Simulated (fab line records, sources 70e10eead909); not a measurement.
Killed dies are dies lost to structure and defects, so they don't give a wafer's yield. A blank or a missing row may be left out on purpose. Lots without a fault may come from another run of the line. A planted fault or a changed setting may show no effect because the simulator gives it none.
Which tool did it? | flow nand_harc | 13 lots, 39 wafers sampled, at 2 steps of a route of 1302

WHAT THE GAUGES READ, wafer by wafer
NHARC_A_SLIT_OVL_MEAS_10.
lot  | measured     | on         | overlay_x_nm (nm) | overlay_y_nm (nm)
L847 | day 20 05:16 | overlay-01 | 1.0 1.5 1.7       | -0.4 -0.5 -0.4
L846 | day 20 05:28 | overlay-02 | 0.2 -0.8 0.3      | -1.1 -2.0 -1.5
L848 | day 20 10:52 | overlay-01 | -0.3 -0.1 -0.9    | 0.1 0.7 -0.1
L850 | day 21 00:26 | overlay-01 | -1.2 -1.5 -1.0    | 0.0 -1.0 -0.2
L853 | day 22 20:57 | overlay-02 | -0.6 -0.6 -0.5    | 0.6 0.3 0.5
L856 | day 23 18:04 | overlay-01 | 0.7 1.3 0.4       | -0.6 -0.6 -0.5
L858 | day 24 15:35 | overlay-02 | 0.1 0.3 0.1       | -1.6 -1.5 -1.5
L857 | day 24 16:22 | overlay-02 | -0.4 -0.4 -0.6    | 1.3 1.5 1.4
L864 | day 26 17:53 | overlay-02 | 0.4 0.1 0.8       | 0.9 0.9 1.0
L863 | day 26 19:20 | overlay-02 | 1.7 1.1 1.2       | 0.1 -0.6 -0.7
L865 | day 27 20:20 | overlay-02 | 0.6 1.2 -0.2      | -0.9 -1.1 -1.3
L866 | day 27 20:31 | overlay-01 | -0.6 0.4 -0.5     | -0.2 -0.6 -0.2
L868 | day 29 07:58 | overlay-01 | -0.1 0.2 -0.1     | 1.3 1.3 1.1

WHICH TOOL RAN EACH LOT (tool, then ch and the chambers of the sampled wafers, then the start)
lot  | NHARC_A_SLIT_DEP_25
L847 | pecvd-01 ch 1,2, day 19 23:47
L846 | pecvd-03 ch 0,1, day 19 23:49
L848 | pecvd-01 ch 1,2, day 20 04:56
L850 | pecvd-03 ch 1,2, day 20 18:19
L853 | pecvd-01 ch 0,1,2, day 22 13:29
L856 | pecvd-01 ch 0,1,2, day 23 11:17
L858 | pecvd-04 ch 0,2, day 24 09:53
L857 | pecvd-01 ch 1,2, day 24 09:53
L864 | pecvd-04 ch 0,2, day 26 08:24
L863 | pecvd-01 ch 0,2, day 26 08:25
L865 | pecvd-01 ch 1,2, day 27 15:29
L866 | pecvd-03 ch 1,2, day 27 15:29
L868 | pecvd-03 ch 0,2, day 28 19:24
- NHARC_A_SLIT_DEP_25: deposits SiO2, target thk 200 nm.

WHAT THE TOOLS THEMSELVES READ (means of the sampled wafers that have a number; where no wafer has one, the mark that the record gives instead)
NHARC_A_SLIT_DEP_25.
lot  | tool     | heater_power_outer_w (W) | heater_power_w (W) | rf_fwd_power_W (W) | throttle_valve_pct (%)
L847 | pecvd-01 | 347                      | 646                | 895                | 16.0
L846 | pecvd-03 | 391                      | 670                | 899                | 16.3
L848 | pecvd-01 | 296                      | 578                | 899                | 16.0
L850 | pecvd-03 | 357                      | 607                | 897                | 16.2
L853 | pecvd-01 | 309                      | 599                | 894                | 15.9
L856 | pecvd-01 | 288                      | 567                | 898                | 15.7
L858 | pecvd-04 | 231                      | 454                | 898                | 15.1
L857 | pecvd-01 | 342                      | 632                | 901                | 15.9
L864 | pecvd-04 | 236                      | 470                | 899                | 15.3
L863 | pecvd-01 | 316                      | 590                | 901                | 16.1
L865 | pecvd-01 | 326                      | 625                | 901                | 15.8
L866 | pecvd-03 | 368                      | 628                | 903                | 15.7
L868 | pecvd-03 | 392                      | 697                | 897                | 15.6

THE ANSWER, worked out from the rows above alone
Rule: what is usual is taken from the lots themselves. Put in order of their means at a reading, lots are off if they are a third of the lots or fewer, leave a main group of 4 or more, and stand apart from it by a gap of 3 or more times the standard deviation of the main group's means; of several such gaps the widest counts. A main group whose means are all the same, to the digits that the tables above print for the reading, isn't used. A lot without any number at a reading at which 4 lots or more have one is off too. The other lots that the step has rows for count as sound. The gauges are gone through in route order, then the tools' own readings, and for those a lot's mean is taken as printed above. The first step at which some lot is off is used, and at that step the reading that is off furthest; a lot without a number counts as furthest.
No lot is off at any reading shown: from this, nothing can be told.

WHAT THE SIMULATOR HAD PUT IN
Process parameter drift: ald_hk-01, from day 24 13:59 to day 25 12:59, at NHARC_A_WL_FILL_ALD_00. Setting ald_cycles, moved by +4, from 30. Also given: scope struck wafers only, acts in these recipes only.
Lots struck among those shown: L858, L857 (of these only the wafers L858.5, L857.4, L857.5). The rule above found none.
